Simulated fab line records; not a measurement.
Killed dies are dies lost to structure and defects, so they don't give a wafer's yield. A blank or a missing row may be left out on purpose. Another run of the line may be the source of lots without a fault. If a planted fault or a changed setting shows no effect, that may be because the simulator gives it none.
Lot-split experiment | flow n5 finfet | route with 1938 steps; 7 lots, 39 wafers read

## SPLIT DETAILS
At N5_FIN_CUT_CUT_ETCH_26 (etches SiNx in CH3F/O2, target depth 39 nm, time 55.7 s), the setting target depth a was moved away from the recipe's 390 angstrom on 18 of the 39 wafers read, by -58.0% to +38.2%. All remaining wafers had this setting at the recipe value.

The split's own step is where the reading is taken.

## THE READING
SOC_of_FIN_CUT_COAT_18.thk nm (the simulator's own value, which no gauge read), in nm, at N5_FIN_CUT_CUT_ETCH_26 (etches SiNx in CH3F/O2, target depth 39 nm, time 55.7 s). The file does not state a usual value for it. The 21 wafers here that ran the recipe average 211.6 nm, standard deviation 0.97 nm.

wafer  | tool, chamber at the split | target depth a as run, angstrom | against the recipe | SOC_of_FIN_CUT_COAT_18.thk nm, nm | against lot-mates on the recipe
L075.1 | rie diel-01, 0             | 191.4                           | -50.9%             | 219.8                             | +9.3
L075.2 | rie diel-01, 2             | 191.4                           | -50.9%             | 219.6                             | +9.1
L075.3 | rie diel-01, 3             | 390                             | recipe             | 210.2                             | -
L075.4 | rie diel-01, 1             | 390                             | recipe             | 210.6                             | -
L075.5 | rie diel-01, 0             | 390                             | recipe             | 210.8                             | -
L075.6 | rie diel-01, 3             | 191.4                           | -50.9%             | 219.4                             | +8.9
L076.2 | rie diel-06, 2             | 390                             | recipe             | 213.2                             | -
L076.5 | rie diel-06, 1             | 390                             | recipe             | 213.4                             | -
L076.6 | rie diel-06, 0             | 390                             | recipe             | 213.2                             | -
L085.1 | rie diel-05, 0             | 390                             | recipe             | 211.4                             | -
L085.2 | rie diel-05, 3             | 390                             | recipe             | 211                               | -
L085.3 | rie diel-05, 1             | 538.8                           | +38.2%             | 203.4                             | -8.1
L085.4 | rie diel-05, 2             | 390                             | recipe             | 212                               | -
L085.5 | rie diel-05, 2             | 538.8                           | +38.2%             | 203.4                             | -8.1
L085.6 | rie diel-05, 3             | 538.8                           | +38.2%             | 204.2                             | -7.3
L086.1 | rie diel-06, 1             | 390                             | recipe             | 212.2                             | -
L086.2 | rie diel-06, 0             | 177.1                           | -54.6%             | 221.6                             | +9.8
L086.3 | rie diel-06, 2             | 390                             | recipe             | 212                               | -
L086.4 | rie diel-06, 3             | 177.1                           | -54.6%             | 221.8                             | +10.0
L086.5 | rie diel-06, 1             | 390                             | recipe             | 211.2                             | -
L086.6 | rie diel-06, 2             | 177.1                           | -54.6%             | 222.2                             | +10.4
L089.1 | rie diel-06, 2             | 214.2                           | -45.1%             | 219.4                             | +8.5
L089.2 | rie diel-06, 1             | 390                             | recipe             | 211                               | -
L089.3 | rie diel-06, 3             | 390                             | recipe             | 210.4                             | -
L089.4 | rie diel-06, 0             | 214.2                           | -45.1%             | 219.4                             | +8.5
L089.5 | rie diel-06, 2             | 390                             | recipe             | 211.4                             | -
L089.6 | rie diel-06, 1             | 214.2                           | -45.1%             | 219.6                             | +8.7
L090.1 | rie diel-06, 3             | 390                             | recipe             | 210                               | -
L090.2 | rie diel-06, 1             | 390                             | recipe             | 211.6                             | -
L090.3 | rie diel-06, 2             | 390                             | recipe             | 211.4                             | -
L090.4 | rie diel-06, 0             | 299.3                           | -23.3%             | 215.4                             | +4.4
L090.5 | rie diel-06, 1             | 299.3                           | -23.3%             | 216.4                             | +5.4
L090.6 | rie diel-06, 0             | 299.3                           | -23.3%             | 215.6                             | +4.6
L096.1 | rie diel-01, 1             | 163.7                           | -58.0%             | 223.2                             | +10.9
L096.2 | rie diel-01, 0             | 163.7                           | -58.0%             | 223                               | +10.7
L096.3 | rie diel-01, 2             | 390                             | recipe             | 211.8                             | -
L096.4 | rie diel-01, 1             | 390                             | recipe             | 212.6                             | -
L096.5 | rie diel-01, 0             | 390                             | recipe             | 212.6                             | -
L096.6 | rie diel-01, 2             | 163.7                           | -58.0%             | 222.8                             | +10.5

FIT RESULTS
A straight line over all 39 wafers: SOC_of_FIN_CUT_COAT_18.thk nm changes by -0.186 nm for each +1% of target depth a; r = -0.99; the points scatter about the line by 0.91 nm.
The same after taking each lot's own level away (the mean of its wafers on the recipe; 39 wafers): -0.188 nm for each +1%; r = -1.00; scatter 0.45 nm.
According to that fit, moving target depth a by its largest amount changes the reading by 11 nm.
The lots' own levels span 210.53 to 213.27 nm, that is 2.8 times the standard deviation above.
The two slopes agree, so the slope changes little with the lot-to-lot level.
Check: with one of the wafers moved furthest among these (-58.0%) left out of the fit, the line predicts +10.8 nm for it against its lot-mates. It came out at +10.9 nm against them.

## THE WHOLE CHAIN: every reading that the file lists as answering this split, in the file's order
step                   | what it does                                            | reading                                                                        | change (the file's fit)               | r (the file's)
N5_FIN_CUT_CUT_ETCH_26 | etches SiNx in CH3F/O2, target depth 39 nm, time 55.7 s | etch.depth nm (the simulator's own value, which no gauge read)                 | +0.388 nm for each +1% of the setting | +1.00
N5_FIN_CUT_CUT_ETCH_26 | etches SiNx in CH3F/O2, target depth 39 nm, time 55.7 s | SOC_of_FIN_CUT_COAT_18.thk nm (the simulator's own value, which no gauge read) | -0.187 nm for each +1% of the setting | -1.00

## FILE'S OWN FIT
SOC_of_FIN_CUT_COAT_18.thk nm changes by -0.187 nm for each +1% of target depth a, r = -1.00.
